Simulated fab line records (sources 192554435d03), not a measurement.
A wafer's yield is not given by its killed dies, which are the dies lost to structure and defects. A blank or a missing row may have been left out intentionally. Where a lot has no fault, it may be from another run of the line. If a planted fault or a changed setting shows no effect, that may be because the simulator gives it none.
Which tool did it?	flow n5Finfet	Sampling: 10 lots, 29 wafers, 6 of 1938 route steps

== WHAT EACH GAUGE READ, for each wafer ==
N5_BEOL_M3_INSPECT_13: inspects for defects (brightfield).
lot	measured	on	rawDefectCount
L763	day 7 03:49	defectInspect-02	394 420 469
L764	day 7 17:32	defectInspect-01	338 327 401
L768	day 8 12:13	defectInspect-02	338 426 320
L769	day 8 15:59	defectInspect-02	261 455 404
L774	day 10 02:36	defectInspect-01	388 396 426
L775	day 10 09:08	defectInspect-01	543 558
L776	day 10 09:58	defectInspect-01	1076 1095 1020
L778	day 10 21:44	defectInspect-02	1136 1174 1213
L779	day 11 13:38	defectInspect-02	417 410 423
L783	day 12 00:04	defectInspect-02	578 471 650

N5_BEOL_M4_RC_MEAS_101.
lot	measured	on	DIBL_N (mV/V)	DIBL_P (mV/V)	IOFF_N (nA/um)	IOFF_P (nA/um)	ION_N (uA/um)	ION_P (uA/um)	SS_N (mV/dec)	SS_P (mV/dec)	VT_N (mV)	VT_P (mV)
L763	day 7 22:20	prober-01	36.1 36.0 34.9	35.7 36.3 33.9	0.154 0.150 0.130	0.20 0.22 0.18	668 666 672	459 460 459	71.1 71.1 70.7	73.1 73.1 73.0	253 252 253	-249 -248 -252
L764	day 8 12:00	prober-01	34.8 35.9 33.8	36.8 38.6 35.6	0.153 0.169 0.124	0.19 0.20 0.17	687 676 654	462 455 454	71.7 72.1 71.4	73.5 73.4 72.9	252 252 260	-255 -253 -256
L768	day 9 04:26	prober-02	36.4 35.6 36.7	36.1 37.0 38.0	0.144 0.144 0.158	0.17 0.18 0.20	659 665 668	444 452 459	72.3 71.3 71.3	72.7 72.4 73.1	252 250 251	-258 -254 -252
L769	day 9 13:25	prober-02	38.3 35.9 35.0	37.6 34.8 33.7	0.182 0.149 0.126	0.26 0.22 0.19	680 675 663	468 471 461	72.3 71.2 70.9	73.0 72.7 72.9	247 250 252	-248 -245 -251
L774	day 10 17:42	prober-02	37.6 37.4 33.8	37.5 37.5 32.5	0.173 0.169 0.115	0.20 0.19 0.14	676 675 655	456 458 450	71.4 71.1 70.4	73.9 73.7 72.9	248 248 251	-255 -254 -256
L775	day 11 07:04	prober-01	35.1 34.1	33.3 32.3	0.135 0.118	0.19 0.18	662 664	461 455	71.3 70.7	73.0 72.6	253 254	-251 -251
L776	day 11 14:14	prober-02	34.7 35.5 37.9	34.8 36.1 38.3	0.127 0.143 0.178	0.18 0.19 0.23	663 675 670	454 457 457	71.2 71.6 72.4	73.1 72.4 74.4	253 252 251	-252 -251 -249
L778	day 11 17:46	prober-02	36.0 37.8 35.8	33.6 36.3 34.2	0.126 0.148 0.125	0.16 0.20 0.17	662 673 663	457 454 459	71.7 71.1 71.1	72.8 73.7 73.1	252 251 254	-255 -251 -252
L779	day 12 09:48	prober-02	37.3 36.2 36.7	38.0 35.3 35.5	0.163 0.141 0.150	0.23 0.18 0.19	665 656 661	458 450 458	72.7 71.8 72.4	73.9 73.1 73.3	250 253 253	-251 -257 -254
L783	day 13 00:59	prober-02	36.6 35.3 35.5	35.6 35.2 34.1	0.183 0.175 0.161	0.23 0.23 0.20	677 686 670	466 469 457	72.1 71.3 72.1	73.3 73.8 73.5	245 245 248	-249 -248 -251

== WHICH TOOL RAN EACH LOT (tool, then ch and the chambers of the sampled wafers, then the start) ==
lot	N5_BEOL_M2_ANNEAL_87	N5_BEOL_M2_SPUTTER_88	N5_BEOL_M2_PRE_CLEAN_60	N5_BEOL_M3_HM_DEP_02
L763	pvdSputter-02, day 7 00:23	pvdSputter-02, day 7 00:31	cvdCo-01 ch 0,1,2, day 7 02:14	pvdSputter-01, day 7 03:13
L764	pvdSputter-01, day 7 11:22	pvdSputter-01, day 7 11:30	cvdCo-01 ch 0,1,2, day 7 13:13	pvdSputter-03, day 7 17:03
L768	pvdSputter-02, day 8 09:18	pvdSputter-02, day 8 09:26	cvdCo-02 ch 0,1,2, day 8 11:08	pvdSputter-03, day 8 11:37
L769	pvdSputter-03, day 8 12:32	pvdSputter-03, day 8 12:40	cvdCo-02 ch 0,2, day 8 14:29	pvdSputter-01, day 8 15:31
L774	pvdSputter-03, day 9 20:10	pvdSputter-03, day 9 20:19	cvdCo-01 ch 1,2, day 9 22:02	pvdSputter-01, day 10 01:59
L775	pvdSputter-02, day 10 05:44	pvdSputter-02, day 10 05:53	cvdCo-02 ch 0,2, day 10 07:37	pvdSputter-01, day 10 08:39
L776	pvdSputter-03, day 10 07:11	pvdSputter-03, day 10 07:19	cvdCo-02 ch 0,1,2, day 10 09:02	pvdSputter-01, day 10 09:29
L778	pvdSputter-03, day 10 18:45	pvdSputter-03, day 10 18:53	cvdCo-01 ch 1,2, day 10 20:41	pvdSputter-01, day 10 21:14
L779	pvdSputter-02, day 11 09:17	pvdSputter-02, day 11 09:25	cvdCo-01 ch 0,1,2, day 11 11:17	pvdSputter-02, day 11 13:08
L783	pvdSputter-03, day 11 20:28	pvdSputter-03, day 11 20:36	cvdCo-01 ch 0,2, day 11 22:23	pvdSputter-02, day 11 23:34
- N5_BEOL_M2_ANNEAL_87: time 240 s.
- N5_BEOL_M2_SPUTTER_88: material Cu, target thk 4.5 nm, time 8.29 s.
- N5_BEOL_M2_PRE_CLEAN_60: time 15 s.
- N5_BEOL_M3_HM_DEP_02: deposits TiN, target thk 20 nm.

== AS READ BY THE TOOLS THEMSELVES (means over the sampled wafers that have a number; for cases with no such wafer, the mark the record gives instead) ==
N5_BEOL_M2_ANNEAL_87.
lot	tool	heaterPowerW (W)	susceptor_temp_C_max
L763	pvdSputter-02	782	400.5
L764	pvdSputter-01	814	401.3
L768	pvdSputter-02	777	400.9
L769	pvdSputter-03	775	400.9
L774	pvdSputter-03	851	400.5
L775	pvdSputter-02	742	400.6
L776	pvdSputter-03	801	400.8
L778	pvdSputter-03	831	400.8
L779	pvdSputter-02	761	400.7
L783	pvdSputter-03	748	401.1

N5_BEOL_M2_SPUTTER_88.
lot	tool	chamberPressurePa (Pa)	chuckSensorTempC (C)	throttleValvePct (%)
L763	pvdSputter-02	0.07000	-15.8	29.6
L764	pvdSputter-01	0.07000	-15.8	31.0
L768	pvdSputter-02	0.07000	-15.8	29.4
L769	pvdSputter-03	0.07003	-16.0	30.0
L774	pvdSputter-03	0.07006	-16.0	30.4
L775	pvdSputter-02	0.06997	-15.5	28.1
L776	pvdSputter-03	0.07016	-16.0	30.2
L778	pvdSputter-03	0.06996	-16.1	30.8
L779	pvdSputter-02	0.07000	-15.5	29.8
L783	pvdSputter-03	0.07004	-15.9	30.0

N5_BEOL_M2_PRE_CLEAN_60.
lot	tool	heaterPowerW (W)
L763	cvdCo-01	86
L764	cvdCo-01	87
L768	cvdCo-02	84
L769	cvdCo-02	76
L774	cvdCo-01	101
L775	cvdCo-02	82
L776	cvdCo-02	86
L778	cvdCo-01	101
L779	cvdCo-01	90
L783	cvdCo-01	81

N5_BEOL_M3_HM_DEP_02.
lot	tool	chamberPressurePa (Pa)	throttleValvePct (%)
L763	pvdSputter-01	0.4997	30.3
L764	pvdSputter-03	0.4992	31.4
L768	pvdSputter-03	0.5004	30.8
L769	pvdSputter-01	0.5002	30.2
L774	pvdSputter-01	0.4993	29.7
L775	pvdSputter-01	0.4994	30.9
L776	pvdSputter-01	0.5008	29.6
L778	pvdSputter-01	0.5003	30.4
L779	pvdSputter-02	0.4997	29.0
L783	pvdSputter-02	0.4996	29.8

== THE ANSWER, worked out from the rows above alone ==
Rule: the lots themselves supply what counts as usual. Put in order of their means at a reading, lots are off if they are a third of the lots or fewer, leave a main group of 4 or more, and stand apart from it by a gap of 3 or more times the standard deviation of the main group's means; of several such gaps the widest counts. A main group is skipped when, at the precision printed for the reading in the tables above, its means are all equal. A lot without any number at a reading at which 4 lots or more have one is off too. The other lots that the step has rows for count as sound. Order of review: gauges by route order, followed by the tools' own readings, for which a lot's mean as printed above is used. At the first step where some lot is off, the reading lying furthest off is the one used; lots without a number count as furthest.
Off at N5_BEOL_M3_INSPECT_13 (rawDefectCount): L776, L778. The main group has a mean of 432 with a standard deviation of 77.
A tool fits if, at a process step before that reading, it ran every lot that is off, and no sound lot after the first of them. Those tools and the gauges at N5_BEOL_M3_INSPECT_13 are tried in the same way. One candidate fits, namely pvdSputter-01 at N5_BEOL_M3_HM_DEP_02. A fault onset in the window from L775 (day 10 08:39, its last sound lot) to L776 (day 10 09:29, its first lot off) fits.

== WHAT THE SIMULATOR HAD INSERTED ==
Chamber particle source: pvdSputter-01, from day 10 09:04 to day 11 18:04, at N5_BEOL_M3_HM_DEP_02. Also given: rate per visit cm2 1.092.
Struck lots among those shown: L776, L778. This agrees with what the rule above found.
